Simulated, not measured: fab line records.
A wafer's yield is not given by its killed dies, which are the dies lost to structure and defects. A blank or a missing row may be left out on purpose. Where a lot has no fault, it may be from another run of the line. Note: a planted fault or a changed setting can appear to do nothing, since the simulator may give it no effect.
The same fault as seen by 2 desks || flow n5-finfet || what lay behind the numbers comes last; until then each desk has only its own

AT THE METROLOGY DESK
What the gauges read, lot by lot, whatever tool the lot ran on: means of the sampled wafers that have a number. The brackets show how far a lot's mean lies from the usual mean; more than 4 standard deviations puts the lot out of limits, marked OUT. Of its 11 readings 7 are shown: the one that was out of limits first, and those that lie furthest out on some lot.
Columns: A = MD_CAP_THK at N5_MOL_CONTACT_COAG_THK_MEAS_29, usual 17.96 nm; B = DIBL_N at N5_BEOL_M4_RC_MEAS_101, usual 37.1 mV/V; C = IOFF_N at N5_BEOL_M4_RC_MEAS_101, usual 0.18 nA/um; D = SS_N at N5_BEOL_M4_RC_MEAS_101, usual 71.7 mV/dec; E = SS_P at N5_BEOL_M4_RC_MEAS_101, usual 73.7 mV/dec; F = VT_N at N5_BEOL_M4_RC_MEAS_101, usual 249 mV; G = VT_P at N5_BEOL_M4_RC_MEAS_101, usual -248 mV
{"lot": "L962", "first seen here": "day 5 05:23", "A": 18.06, "B": 37.1, "C": 0.19, "D": 71.4, "E": 73.5, "F": 248, "G": -250}
{"lot": "L963", "first seen here": "day 5 11:15", "A": 17.90, "B": 36.2, "C": 0.15, "D": 71.3, "E": 73.0, "F": 247, "G": -248}
{"lot": "L968", "first seen here": "day 7 02:07", "A": "14.57 (-34) OUT", "B": 36.6, "C": 0.18, "D": 71.4, "E": 73.9, "F": 250, "G": -247}
{"lot": "L969", "first seen here": "day 7 05:22", "A": 17.91, "B": 40.7, "C": 0.25, "D": 72.2, "E": 74.3, "F": 244, "G": -244}
{"lot": "L973", "first seen here": "day 8 00:52", "A": "7.76 (-99 or more) OUT", "B": 36.3, "C": 0.17, "D": 71.4, "E": 74.2, "F": 248, "G": -248}
{"lot": "L979", "first seen here": "day 9 15:25", "A": 17.96, "B": 33.7, "C": 0.13, "D": 71.1, "E": 72.3, "F": 251, "G": -251}
{"lot": "L983", "first seen here": "day 10 11:35", "A": 17.94, "B": 37.3, "C": 0.20, "D": 71.5, "E": 74.4, "F": 246, "G": -246}
{"lot": "L984", "first seen here": "day 10 22:08", "A": 18.09, "B": 39.3, "C": 0.24, "D": 72.6, "E": 74.6, "F": 244, "G": -245}
This desk reports L968, L973 out of limits; the earliest was L968 at day 7 02:07 (MD_CAP_THK at N5_MOL_CONTACT_COAG_THK_MEAS_29). L962, L963, L969, L979, L983, L984: within limits.

FOR THE TOOL OWNER'S DESK: ald-sin-03
The tool's own readings at N5_GATE_CUT_SAC_CAP_01 (material SiNx, target thk 24 nm, pulse time 1 s, ald cycles 480): means of the sampled wafers that have a number, for each lot that ran on this tool. The brackets show how far a lot's mean lies from the usual mean; more than 4 standard deviations puts the lot out of limits, marked OUT.
Columns: A = heater-power-w at N5_GATE_CUT_SAC_CAP_01, usual 853 W; B = precursor-pulse-height-rel at N5_GATE_CUT_SAC_CAP_01, usual 1.001; C = susceptor-temp-C at N5_GATE_CUT_SAC_CAP_01, usual 399.99 C
{"lot": "L962", "first seen here": "day 4 14:06", "A": 770, "B": 1.008, "C": 399.96}
{"lot": "L963", "first seen here": "day 4 20:07", "A": 907, "B": 0.997, "C": 400.16}
{"lot": "L968", "first seen here": "day 6 10:56", "A": 819, "B": 0.976, "C": 399.79}
{"lot": "L973", "first seen here": "day 7 07:49", "A": 766, "B": 0.981, "C": 399.72}
{"lot": "L984", "first seen here": "day 10 02:39", "A": 829, "B": 1.008, "C": 400.06}
This desk's verdict: no lot among the 5 shows anything out of limits.

ALL TOGETHER
At day 7 02:07 the metrology desk could have sounded an alarm, on L968, L973.
The tool owner's desk saw nothing out of limits.
The tool owner's desk has L968, L973 on record, within its limits.
All the named lots went through N5_GATE_CUT_SAC_CAP_01 on ald-sin-03.

WHAT THE SIMULATOR HAD INSERTED
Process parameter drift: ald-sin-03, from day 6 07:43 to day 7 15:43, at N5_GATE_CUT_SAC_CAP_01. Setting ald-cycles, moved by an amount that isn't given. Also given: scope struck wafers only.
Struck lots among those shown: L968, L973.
Hours from the fault's start to each desk's first reading out of limits: the metrology desk, 18.
